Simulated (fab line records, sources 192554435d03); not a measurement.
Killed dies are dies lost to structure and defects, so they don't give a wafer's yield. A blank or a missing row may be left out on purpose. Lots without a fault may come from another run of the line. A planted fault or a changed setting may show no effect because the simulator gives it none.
Split-lot experiment | flow n5_finfet | 7 lots, 21 wafers read, on a route of 1938 steps

THE SPLIT
At N5_MOL_CONTACT_COAG_COAT_64 (time 60 s, resist thk 10 nm), the setting spin_rpm was moved away from the recipe's 1500 rpm on 8 of the 21 wafers read, by -7.2% to +9.2%. The other wafers ran this setting at the recipe's value.

FROM THE SPLIT TO THE READING: what the file shows between them, 4 steps
- N5_MOL_CONTACT_COAG_COAT_34: resist thk 40 nm
- N5_MOL_CONTACT_COAG_EBR_36
- N5_MOL_CONTACT_COAG_DESCUM_45: chemistry O2, time 7 s
- N5_MOL_CONTACT_COAG_ETCH_65: etches underlayer in N2/H2, target depth 13 nm, time 10.4 s

THE READING
CAR-EUV_of_MOL_CONTACT_COAG_COAT_34.thk_nm (the simulator's own value, which no gauge read), in nm, at N5_MOL_CONTACT_COAG_ETCH_66 (etches SiARC in CF4, target depth 13 nm, time 21.7 s). The file gives no usual value for it. The 13 wafers here that ran the recipe average 16.9 nm, standard deviation 0.14 nm.

wafer  | tool, chamber at the split | spin_rpm as run, rpm | against the recipe | CAR-EUV_of_MOL_CONTACT_COAG_COAT_34.thk_nm, nm | against lot-mates on the recipe
L080.4 | litho_track-05, 0          | 1500                 | recipe             | 16.8                                           | -
L080.5 | litho_track-05, 0          | 1500                 | recipe             | 17                                             | -
L080.6 | litho_track-05, 0          | 1446                 | -3.6%              | 16.6                                           | -0.3
L084.2 | litho_track-02, 0          | 1552                 | +3.5%              | 17.4                                           | +0.2
L084.4 | litho_track-02, 0          | 1552                 | +3.5%              | 17.2                                           | +0.0
L084.5 | litho_track-02, 0          | 1500                 | recipe             | 17.2                                           | -
L086.1 | litho_track-05, 0          | 1392                 | -7.2%              | 16.6                                           | -0.4
L086.3 | litho_track-05, 0          | 1392                 | -7.2%              | 16.6                                           | -0.4
L086.2 | litho_track-05, 0          | 1500                 | recipe             | 17                                             | -
L092.2 | litho_track-01, 0          | 1500                 | recipe             | 17                                             | -
L092.4 | litho_track-01, 0          | 1500                 | recipe             | 16.6                                           | -
L092.5 | litho_track-01, 0          | 1500                 | recipe             | 16.8                                           | -
L093.3 | litho_track-02, 0          | 1500                 | recipe             | 16.8                                           | -
L093.4 | litho_track-02, 0          | 1500                 | recipe             | 17                                             | -
L093.6 | litho_track-02, 0          | 1500                 | recipe             | 17                                             | -
L094.1 | litho_track-02, 0          | 1568                 | +4.5%              | 17.4                                           | +0.4
L094.5 | litho_track-02, 0          | 1568                 | +4.5%              | 17.4                                           | +0.4
L094.6 | litho_track-02, 0          | 1500                 | recipe             | 17                                             | -
L097.2 | litho_track-05, 0          | 1638                 | +9.2%              | 17.6                                           | +0.6
L097.4 | litho_track-05, 0          | 1500                 | recipe             | 17                                             | -
L097.6 | litho_track-05, 0          | 1500                 | recipe             | 17                                             | -

THE FIT
A straight line over all 21 wafers: CAR-EUV_of_MOL_CONTACT_COAG_COAT_34.thk_nm changes by +0.0698 nm for each +1% of spin_rpm; r = +0.88; the points scatter about the line by 0.14 nm.
The same after taking each lot's own level away (the mean of its wafers on the recipe; 21 wafers): +0.0625 nm for each +1%; r = +0.91; scatter 0.11 nm.
On that fit, the largest move of spin_rpm shifts the reading by 0.58 nm.
The lots' own levels span 16.80 to 17.20 nm, that is 2.8 times the standard deviation above.
So the lot-to-lot level changes the slope: the two fits differ.
Check: with one of the wafers moved furthest among these (+9.2%) left out of the fit, the line predicts +0.566 nm for it against its lot-mates. It came out at +0.6 nm against them.

OTHER SPLITS ON THESE WAFERS
These wafers also went through other splits before the reading. Each is held against what the fit with the lots' levels taken away leaves over:
other split on the same wafers          | wafers away from the commonest value | r with CAR-EUV_of_MOL_CONTACT_COAG_COAT_34.thk_nm (lot level and that fit taken away)
N5_MOL_CONTACT_COAG_PECVD_31 temp_c     | 5                                    | +0.11
N5_MOL_CONTACT_COAG_COAT_78 spin_rpm    | 4                                    | -0.03
N5_MOL_CONTACT_COAG_ETCHBACK_135 time_s | 11                                   | -0.08

THE WHOLE CHAIN: every reading that the file lists as answering this split, in the file's order
step                        | what it does                                                | reading                                                                                        | change (the file's fit)                | r (the file's)
N5_MOL_CONTACT_COAG_COAT_64 | time 60 s, resist thk 10 nm                                 | underlayer_of_MOL_CONTACT_COAG_COAT_64.thk_nm (the simulator's own value, which no gauge read) | -0.0488 nm for each +1% of the setting | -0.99
N5_MOL_CONTACT_COAG_ETCH_65 | etches underlayer in N2/H2, target depth 13 nm, time 10.4 s | etch.depth_nm (the simulator's own value, which no gauge read)                                 | -0.0487 nm for each +1% of the setting | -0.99
N5_MOL_CONTACT_COAG_ETCH_65 | etches underlayer in N2/H2, target depth 13 nm, time 10.4 s | CAR-EUV_of_MOL_CONTACT_COAG_COAT_34.thk_nm (the simulator's own value, which no gauge read)    | +0.0651 nm for each +1% of the setting | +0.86
N5_MOL_CONTACT_COAG_ETCH_66 | etches SiARC in CF4, target depth 13 nm, time 21.7 s        | CAR-EUV_of_MOL_CONTACT_COAG_COAT_34.thk_nm (the simulator's own value, which no gauge read)    | +0.064 nm for each +1% of the setting  | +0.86

THE FILE'S OWN FIT
CAR-EUV_of_MOL_CONTACT_COAG_COAT_34.thk_nm changes by +0.064 nm for each +1% of spin_rpm, r = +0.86.
